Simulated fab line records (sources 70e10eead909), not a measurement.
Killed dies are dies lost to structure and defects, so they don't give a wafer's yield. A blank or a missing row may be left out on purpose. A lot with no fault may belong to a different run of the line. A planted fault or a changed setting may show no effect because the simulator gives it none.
Which tool did it? || flow nand-harc || 12 lots with 36 wafers sampled at 4 steps, on a route of 1159 steps

WHAT EACH GAUGE READ, for each wafer
NHARC_P_BONDPAD_INSPECT_23.
{"lot": "L075", "measured": "day 6 23:49", "on": "defect-inspect-02", "raw-defect-count": "355 246 229"}
{"lot": "L077", "measured": "day 7 06:17", "on": "defect-inspect-01", "raw-defect-count": "222 402 382"}
{"lot": "L078", "measured": "day 7 19:12", "on": "defect-inspect-01", "raw-defect-count": "236 368 280"}
{"lot": "L082", "measured": "day 8 05:26", "on": "defect-inspect-02", "raw-defect-count": "283 226 306"}
{"lot": "L083", "measured": "day 8 17:18", "on": "defect-inspect-01", "raw-defect-count": "239 244 306"}
{"lot": "L086", "measured": "day 9 17:01", "on": "defect-inspect-02", "raw-defect-count": "261 311 578"}
{"lot": "L087", "measured": "day 9 20:20", "on": "defect-inspect-01", "raw-defect-count": "212 284 258"}
{"lot": "L089", "measured": "day 10 13:07", "on": "defect-inspect-02", "raw-defect-count": "536 377 271"}
{"lot": "L091", "measured": "day 10 20:56", "on": "defect-inspect-01", "raw-defect-count": "477 398 317"}
{"lot": "L092", "measured": "day 10 23:40", "on": "defect-inspect-02", "raw-defect-count": "361 312 315"}
{"lot": "L094", "measured": "day 11 19:45", "on": "defect-inspect-01", "raw-defect-count": "242 227 238"}
{"lot": "L097", "measured": "day 12 06:04", "on": "defect-inspect-02", "raw-defect-count": "268 306 322"}

WHAT TOOL EACH LOT RAN ON (gives the tool, then ch and the chambers of the sampled wafers, and finally the start)
{"lot": "L075", "NHARC_P_M1_ETCH_15": "rie-diel-05 ch 0,2,3, day 6 13:26 or earlier", "NHARC_P_M1_DEGAS_29": "pvd-sputter-01, day 6 13:26", "NHARC_P_M1_PVD_21": "pvd-sputter-01, day 6 23:49 or earlier"}
{"lot": "L077", "NHARC_P_M1_ETCH_15": "rie-diel-05 ch 0,1, day 6 19:31 or earlier", "NHARC_P_M1_DEGAS_29": "pvd-sputter-03, day 6 19:31", "NHARC_P_M1_PVD_21": "pvd-sputter-03, day 7 06:17 or earlier"}
{"lot": "L078", "NHARC_P_M1_ETCH_15": "rie-diel-05 ch 0,3, day 7 07:59 or earlier", "NHARC_P_M1_DEGAS_29": "pvd-sputter-02, day 7 07:59", "NHARC_P_M1_PVD_21": "pvd-sputter-02, day 7 19:12 or earlier"}
{"lot": "L082", "NHARC_P_M1_ETCH_15": "rie-diel-09 ch 0,2,3, day 7 18:38 or earlier", "NHARC_P_M1_DEGAS_29": "pvd-sputter-02, day 7 18:38", "NHARC_P_M1_PVD_21": "pvd-sputter-02, day 8 05:26 or earlier"}
{"lot": "L083", "NHARC_P_M1_ETCH_15": "rie-diel-09 ch 0,3, day 8 06:09 or earlier", "NHARC_P_M1_DEGAS_29": "pvd-sputter-03, day 8 06:09", "NHARC_P_M1_PVD_21": "pvd-sputter-03, day 8 17:18 or earlier"}
{"lot": "L086", "NHARC_P_M1_ETCH_15": "rie-diel-09 ch 0,1, day 9 06:32 or earlier", "NHARC_P_M1_DEGAS_29": "pvd-sputter-03, day 9 06:32", "NHARC_P_M1_PVD_21": "pvd-sputter-03, day 9 17:01 or earlier"}
{"lot": "L087", "NHARC_P_M1_ETCH_15": "rie-diel-09 ch 0,1,3, day 9 09:51 or earlier", "NHARC_P_M1_DEGAS_29": "pvd-sputter-01, day 9 09:51", "NHARC_P_M1_PVD_21": "pvd-sputter-01, day 9 20:20 or earlier"}
{"lot": "L089", "NHARC_P_M1_ETCH_15": "rie-diel-10 ch 0,1,2, day 10 02:19 or earlier", "NHARC_P_M1_DEGAS_29": "pvd-sputter-01, day 10 02:19", "NHARC_P_M1_PVD_21": "pvd-sputter-01, day 10 13:07 or earlier"}
{"lot": "L091", "NHARC_P_M1_ETCH_15": "rie-diel-09 ch 0,2,3, day 10 10:26 or earlier", "NHARC_P_M1_DEGAS_29": "pvd-sputter-03, day 10 10:26", "NHARC_P_M1_PVD_21": "pvd-sputter-03, day 10 20:56 or earlier"}
{"lot": "L092", "NHARC_P_M1_ETCH_15": "rie-diel-10 ch 1,2, day 10 13:04 or earlier", "NHARC_P_M1_DEGAS_29": "pvd-sputter-03, day 10 13:04", "NHARC_P_M1_PVD_21": "pvd-sputter-03, day 10 23:40 or earlier"}
{"lot": "L094", "NHARC_P_M1_ETCH_15": "rie-diel-05 ch 0,1,3, day 11 09:03 or earlier", "NHARC_P_M1_DEGAS_29": "pvd-sputter-01, day 11 09:03", "NHARC_P_M1_PVD_21": "pvd-sputter-01, day 11 19:45 or earlier"}
{"lot": "L097", "NHARC_P_M1_ETCH_15": "rie-diel-05 ch 0,2,3, day 11 19:48 or earlier", "NHARC_P_M1_DEGAS_29": "pvd-sputter-02, day 11 19:48", "NHARC_P_M1_PVD_21": "pvd-sputter-02, day 12 06:04 or earlier"}
- NHARC_P_M1_ETCH_15: etches the open film in C4F8/Ar, target depth 182.5 nm, time 91.2 s.
- NHARC_P_M1_DEGAS_29: time 60 s.
- NHARC_P_M1_PVD_21: deposits Cu, target thk 30 nm, time 20.49 s.

THE ANSWER, worked out from the rows above alone
Rule: usual is defined by the lots themselves. Put in order of their means at a reading, lots are off if they are a third of the lots or fewer, leave a main group of 4 or more, and stand apart from it by a gap of 3 or more times the standard deviation of the main group's means; of several such gaps the widest counts. Not used: any main group whose means are identical at the precision the tables above print for the reading. Also off: a lot with no number at a reading for which 4 or more lots have one. The other lots that the step has rows for count as sound.
No lot is off at any reading shown: from this, nothing can be told.

WHAT HAD BEEN PUT IN BY THE SIMULATOR
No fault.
